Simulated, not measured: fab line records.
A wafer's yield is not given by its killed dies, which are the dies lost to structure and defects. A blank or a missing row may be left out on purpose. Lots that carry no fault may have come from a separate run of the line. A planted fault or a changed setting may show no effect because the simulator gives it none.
fab line records + flow n5_finfet + part 2 of 2: steps 24 to 28 of 28
[record]
- lots = 5
- wafers = 15
- last_day = 16
route steps=1938 shown HKMG_FIN@409
lots that met no fault: from a run of the same line without faults
start_h: start of the lot's first displayed wafer, in hours after the record's first day + wait_h: how many hours have passed since the lot's step before this one + " as in the row above + L1.1+2: several wafers, shown together as one row + - no value present, or no start provided + * or withheld: withheld + < > ~ a bound
route shown NAME@n: a module of which the file shows steps, and the number in the route of the first + usual: average and standard deviation across the fault-free wafers + same: alike in all rows + chamber/n: place in a boat + sites: readings site by site + _std_site: the standard deviation of these + _edge_site: the outer-site mean with the inner-site mean subtracted + radius_mm: how far each site lies from the wafer's centre + mask NAME#n: copy n + behind: tool/chamber where the wafer was last shaped + hold: why the lot went on hold/how many hours it stayed there/how the hold came to an end + device: whichever transistor did not switch (one of n, p or np) + end of line: at the end of the route, the tests of the same wafers + a step with no rows: only its recipe + killed: count of dies lost to structure and defects at first sort (not the wafer's yield) + map: the dies of a wafer, with x for killed, . for not killed, _ for no die there
set.NAME: the setting that was run; set.NAME@STEP: the one run at that earlier step + model.NAME: the simulator's own value behind a step, which no gauge read
lots at selected steps of the route; one table per step, one row per wafer
services: when a tool's chamber went out of use (start_h, in hours from the record's first day, below 0 if earlier), for how many hours, and the reason
[[steps]]
[step N5_HKMG_FIN_INSPECT_14]
[recipe]
- mode = adi
- inspect_instrument = macro
[usual]
- raw_defect_count = 2.0/1.5
| lot.wafer | tool              | chamber | start_h | wait_h | raw_defect_count |
|-----------|-------------------|---------|---------|--------|------------------|
| L074.2    | defect_inspect-01 | -       | 75.23   | 0.0    | 1                |
| L074.3    | "                 | -       | "       | "      | 3                |
| L074.5    | "                 | -       | "       | "      | 3                |
| L077.1    | defect_inspect-02 | -       | 91.37   | 0.0    | 3                |
| L077.5    | "                 | -       | "       | "      | 1                |
| L077.6    | "                 | -       | "       | "      | 1                |
| L082.2    | defect_inspect-01 | -       | 123.78  | 0.0    | 1                |
| L082.3    | "                 | -       | "       | "      | 4                |
| L082.5    | "                 | -       | "       | "      | 2                |
| L084.4    | defect_inspect-01 | -       | 141.73  | 0.0    | 0                |
| L084.5    | "                 | -       | "       | "      | 3                |
| L084.6    | "                 | -       | "       | "      | 0                |
| L093.2    | defect_inspect-02 | -       | 191.18  | 0.0    | 3                |
| L093.5    | "                 | -       | "       | "      | 1                |
| L093.6    | "                 | -       | "       | "      | 2                |
[step N5_HKMG_FIN_DESCUM_17]
[recipe]
- chemistry = O2
- time_s = 7.9
- source_power_w = 50
- bias_power_w = 20
- pressure_mtorr = 20
- rf_frequency_hz = 2.712e+07
- temp_c = 40
- resist = CAR-ArF
- o2_flow_sccm = 225
[usual]
- drypump_motor_current_A = 5.7/0.45
- o2_flow_sccm = 225.1/0.66
- oes_product_au = 0.82/0.095
- rf_vpp_V = 243.3/1.5
- showerhead_plenum_p_Torr = 2.11/0.082
- temp_c = 39.99/0.11
- throttle_valve_pct = 20.43/0.25
[same]
- time_s = 7.9
| lot.wafer | tool        | chamber | start_h | wait_h | drypump_motor_current_A | o2_flow_sccm | oes_product_au | rf_hours_counter_h | rf_vpp_V | showerhead_plenum_p_Torr | temp_c | throttle_valve_pct |
|-----------|-------------|---------|---------|--------|-------------------------|--------------|----------------|--------------------|----------|--------------------------|--------|--------------------|
| L074.2    | rie_diel-01 | 0       | 75.40   | 0.2    | 4.7                     | 225.1        | 0.76           | 161                | 242.1    | 2.07                     | 40.04  | 20.13              |
| L074.3    | "           | 2       | "       | "      | 6.2                     | 224.7        | 0.70           | 223                | 244.2    | 2.15                     | 40.21  | 20.54              |
| L074.5    | "           | 1       | "       | "      | 5.0                     | 225.2        | 0.76           | -                  | 241.8    | 2.04                     | 39.97  | 21.02              |
| L077.1    | rie_diel-02 | 0       | 91.77   | 0.4    | 5.5                     | 225.2        | 0.98           | 3                  | 246.9    | 2.25                     | 39.93  | 20.34              |
| L077.5    | "           | 3       | "       | "      | 6.1                     | 225.4        | 0.70           | -                  | 243.9    | 2.05                     | 40.02  | 20.56              |
| L077.6    | "           | 0       | "       | "      | 5.5                     | 226.6        | 0.99           | -                  | 244.8    | 2.25                     | 39.95  | 20.34              |
| L082.2    | rie_diel-02 | 0       | 123.81  | 0.0    | 5.5                     | 225.0        | 0.93           | 17                 | 245.4    | 2.24                     | 39.86  | 20.35              |
| L082.3    | "           | 3       | "       | "      | 6.1                     | 225.1        | 0.70           | 241                | 241.2    | 2.05                     | 39.95  | 20.59              |
| L082.5    | "           | 3       | "       | "      | 6.1                     | 225.6        | 0.69           | -                  | 245.2    | 2.05                     | 40.11  | 20.59              |
| L084.4    | rie_diel-01 | 1       | 141.76  | 0.0    | 5.0                     | 226.0        | 0.73           | 162                | 242.0    | 2.03                     | 39.89  | 21.03              |
| L084.5    | "           | 2       | "       | "      | 6.2                     | 225.4        | 0.69           | -                  | 244.1    | 2.14                     | 40.10  | 20.59              |
| L084.6    | "           | 1       | "       | "      | 5.0                     | 224.6        | 0.73           | -                  | 242.6    | 2.03                     | 39.91  | 21.04              |
| L093.2    | rie_diel-06 | 3       | 191.21  | 0.0    | 5.6                     | 225.7        | 0.80           | 96                 | 243.3    | 2.01                     | 40.14  | 20.47              |
| L093.5    | "           | 2       | "       | "      | 5.6                     | 224.8        | 0.71           | -                  | 244.8    | 2.16                     | 39.94  | 20.90              |
| L093.6    | "           | 3       | "       | "      | 5.6                     | 225.4        | 0.81           | -                  | 240.3    | 2.01                     | 40.07  | 20.49              |
[step N5_HKMG_FIN_ETCH_31]
[recipe]
- chemistry = CF4
- target = SiARC
- target_depth_a = 455
- mask_material = CAR-ArF
- time_s = 75.8
- ion_energy_ev = 80
- pressure_mtorr = 40
- source_w = 545
- bias_w = 36
- Ar_flow_sccm = 100
- cf4_flow_sccm = 100
- ends = cleared
[usual]
- drypump_motor_current_A = 5.7/0.45
- etch_rf_on_time_s = 74.5/1.8
- oes_product_au = 0.70/0.083
- rf_vpp_V = 184.2/1.3
- showerhead_plenum_p_Torr = 2.16/0.078
- throttle_valve_pct = 15.61/0.23
| lot.wafer | tool        | chamber | start_h | wait_h | drypump_motor_current_A | etch_rf_on_time_s | oes_product_au | rf_hours_counter_h | rf_vpp_V | showerhead_plenum_p_Torr | throttle_valve_pct |
|-----------|-------------|---------|---------|--------|-------------------------|-------------------|----------------|--------------------|----------|--------------------------|--------------------|
| L074.2    | rie_diel-01 | 0       | 75.43   | 0.0    | 4.7                     | 76.5              | 0.65           | 161                | 183.8    | 2.13                     | 15.47              |
| L074.3    | "           | 2       | "       | "      | 6.2                     | 75.7              | 0.60           | 223                | 185.2    | 2.21                     | 15.85              |
| L074.5    | "           | 1       | "       | "      | 5.0                     | 75.4              | 0.65           | -                  | 182.2    | 2.06                     | 15.91              |
| L077.1    | rie_diel-02 | 0       | 91.80   | 0.0    | 5.5                     | 73.2              | 0.85           | 3                  | 186.2    | 2.29                     | 15.42              |
| L077.5    | "           | 3       | "       | "      | 6.1                     | 76.5              | 0.60           | -                  | 183.2    | 2.12                     | 15.92              |
| L077.6    | "           | 0       | "       | "      | 5.5                     | 73.9              | 0.85           | -                  | 186.8    | 2.29                     | 15.42              |
| L082.2    | rie_diel-02 | 0       | 123.85  | 0.0    | 5.5                     | 72.7              | 0.80           | 17                 | 185.5    | 2.29                     | 15.45              |
| L082.3    | "           | 3       | "       | "      | 6.1                     | 76.1              | 0.59           | 241                | 184.7    | 2.11                     | 15.96              |
| L082.5    | "           | 3       | "       | "      | 6.1                     | 75.9              | 0.59           | -                  | 183.7    | 2.11                     | 15.97              |
| L084.4    | rie_diel-01 | 1       | 141.79  | 0.0    | 5.0                     | 75.7              | 0.64           | 162                | 183.0    | 2.05                     | 15.95              |
| L084.5    | "           | 2       | "       | "      | 6.2                     | 76.8              | 0.58           | -                  | 183.5    | 2.20                     | 15.90              |
| L084.6    | "           | 1       | "       | "      | 5.0                     | 76.4              | 0.63           | -                  | 182.2    | 2.05                     | 15.97              |
| L093.2    | rie_diel-06 | 3       | 191.25  | 0.0    | 5.6                     | 71.1              | 0.70           | 96                 | 182.6    | 2.07                     | 15.65              |
| L093.5    | "           | 2       | "       | "      | 5.6                     | 73.6              | 0.60           | -                  | 184.2    | 2.19                     | 16.00              |
| L093.6    | "           | 3       | "       | "      | 5.5                     | 71.3              | 0.70           | -                  | 183.9    | 2.07                     | 15.63              |
[step N5_HKMG_FIN_ETCH_32]
[recipe]
- chemistry = N2/H2
- target = SOC
- target_depth_a = 2400
- temp_c = 40
- time_s = 300
- ion_energy_ev = 200
- mask_material = SiARC
- pressure_mtorr = 30
- source_w = 840
- bias_w = 150
- n2_flow_sccm = 200
- h2_flow_sccm = 200
[usual]
- drypump_motor_current_A = 5.7/0.45
- h2_flow_sccm = 199.9/0.55
- oes_product_au = 0.82/0.1
- rf_vpp_V = 524.2/2.8
- showerhead_plenum_p_Torr = 2.56/0.098
- temp_c = 39.98/0.1
- throttle_valve_pct = 17.86/0.27
[same]
- time_s = 300
| lot.wafer | tool        | chamber | start_h | wait_h | drypump_motor_current_A | h2_flow_sccm | oes_product_au | rf_hours_counter_h | rf_vpp_V | showerhead_plenum_p_Torr | temp_c | throttle_valve_pct |
|-----------|-------------|---------|---------|--------|-------------------------|--------------|----------------|--------------------|----------|--------------------------|--------|--------------------|
| L074.2    | rie_diel-01 | 0       | 75.49   | 0.0    | 4.7                     | 200.1        | 0.75           | 161                | 522.0    | 2.55                     | 39.91  | 17.73              |
| L074.3    | "           | 2       | "       | "      | 6.2                     | 200.2        | 0.70           | 223                | 524.4    | 2.61                     | 40.03  | 18.01              |
| L074.5    | "           | 1       | "       | "      | 5.0                     | 199.3        | 0.77           | -                  | 522.0    | 2.46                     | 39.92  | 18.35              |
| L077.1    | rie_diel-02 | 0       | 91.86   | 0.0    | 5.5                     | 199.1        | 0.99           | 3                  | 529.1    | 2.72                     | 39.94  | 17.73              |
| L077.5    | "           | 3       | "       | "      | 6.1                     | 199.8        | 0.70           | -                  | 522.8    | 2.49                     | 39.94  | 17.99              |
| L077.6    | "           | 0       | "       | "      | 5.5                     | 198.6        | 0.99           | -                  | 528.3    | 2.72                     | 39.85  | 17.75              |
| L082.2    | rie_diel-02 | 0       | 123.91  | 0.0    | 5.6                     | 200.6        | 0.95           | 17                 | 528.6    | 2.71                     | 39.85  | 17.77              |
| L082.3    | "           | 3       | "       | "      | 6.1                     | 199.4        | 0.69           | 241                | 521.7    | 2.48                     | 39.89  | 18.00              |
| L082.5    | "           | 3       | "       | "      | 6.1                     | 199.9        | 0.69           | -                  | 522.3    | 2.48                     | 40.23  | 18.00              |
| L084.4    | rie_diel-01 | 1       | 141.85  | 0.0    | 5.0                     | 199.8        | 0.74           | 162                | 520.0    | 2.45                     | 39.93  | 18.39              |
| L084.5    | "           | 2       | "       | "      | 6.2                     | 199.7        | 0.68           | -                  | 526.2    | 2.60                     | 40.01  | 18.07              |
| L084.6    | "           | 1       | "       | "      | 5.0                     | 199.8        | 0.75           | -                  | 520.2    | 2.45                     | 40.19  | 18.40              |
| L093.2    | rie_diel-06 | 3       | 191.31  | 0.0    | 5.6                     | 200.3        | 0.82           | 96                 | 521.3    | 2.46                     | 40.05  | 17.94              |
| L093.5    | "           | 2       | "       | "      | 5.6                     | 199.8        | 0.71           | -                  | 525.7    | 2.63                     | 39.86  | 18.40              |
| L093.6    | "           | 3       | "       | "      | 5.6                     | 200.1        | 0.82           | -                  | 521.9    | 2.46                     | 40.08  | 17.94              |
[step N5_HKMG_FIN_STRIP_33]
[recipe]
- chemistry = N2/H2
- temp_c = 40
- n2_flow_sccm = 200
- h2_flow_sccm = 200
- rf_frequency_hz = 6e+07
| lot.wafer  | tool        | chamber | start_h | wait_h |
|------------|-------------|---------|---------|--------|
| L074.2+3+5 | rie_diel-01 | 0,2,1   | 75.67   | 0.1    |
| L077.1+5+6 | rie_diel-02 | 0,3,0   | 92.04   | 0.1    |
| L082.2+3+5 | rie_diel-02 | 0,3,3   | 124.09  | 0.1    |
| L084.4+5+6 | rie_diel-01 | 1,2,1   | 142.03  | 0.1    |
| L093.2+5+6 | rie_diel-06 | 3,2,3   | 191.49  | 0.1    |
[[services]]
| tool              | chamber | start_h | hours | kind   |
|-------------------|---------|---------|-------|--------|
| wet_bench-05      | -       | 48.92   | 1.9   | pm     |
| ald_metal-03      | -       | 57.04   | 8.7   | pm     |
| rie_diel-01       | 3       | 59.97   | 1.7   | repair |
| rie_diel-02       | -       | 72.54   | 11.6  | repair |
| plasma_asher-01   | -       | 80.62   | 13.4  | repair |
| arfi_scanner-03   | -       | 80.68   | 0.8   | pm     |
| thermal_cvd_si-02 | 1       | 83.66   | 4.8   | repair |
| ald_metal-03      | 0       | 87.98   | 6.5   | repair |
| arfi_scanner-03   | -       | 92.77   | 1.3   | pm     |
| rie_diel-02       | 2       | 96.77   | 1.5   | repair |
| ald_metal-01      | 0       | 104.37  | 4.3   | repair |
| ald_metal-02      | -       | 116.98  | 0.9   | repair |
| thermal_cvd_si-01 | -       | 119.81  | 0.6   | repair |
| rie_diel-01       | 3       | 130.35  | 4.5   | repair |
| ald_metal-03      | 2       | 131.81  | 1.9   | repair |
| wet_bench-05      | -       | 132.77  | 1.7   | repair |
| ald_metal-02      | 1       | 140.20  | 31.7  | repair |
| rie_diel-01       | -       | 148.96  | 0.1   | repair |
| arfi_scanner-03   | -       | 155.58  | 1.0   | pm     |
| thermal_cvd_si-02 | 0       | 158.02  | 7.6   | repair |
| rie_diel-02       | 1       | 158.46  | 5.5   | repair |
| ald_metal-01      | 0       | 164.19  | 25.1  | repair |
| thermal_cvd_si-02 | 1       | 177.02  | 3.1   | repair |
| thermal_cvd_si-02 | -       | 181.29  | 0.8   | pm     |
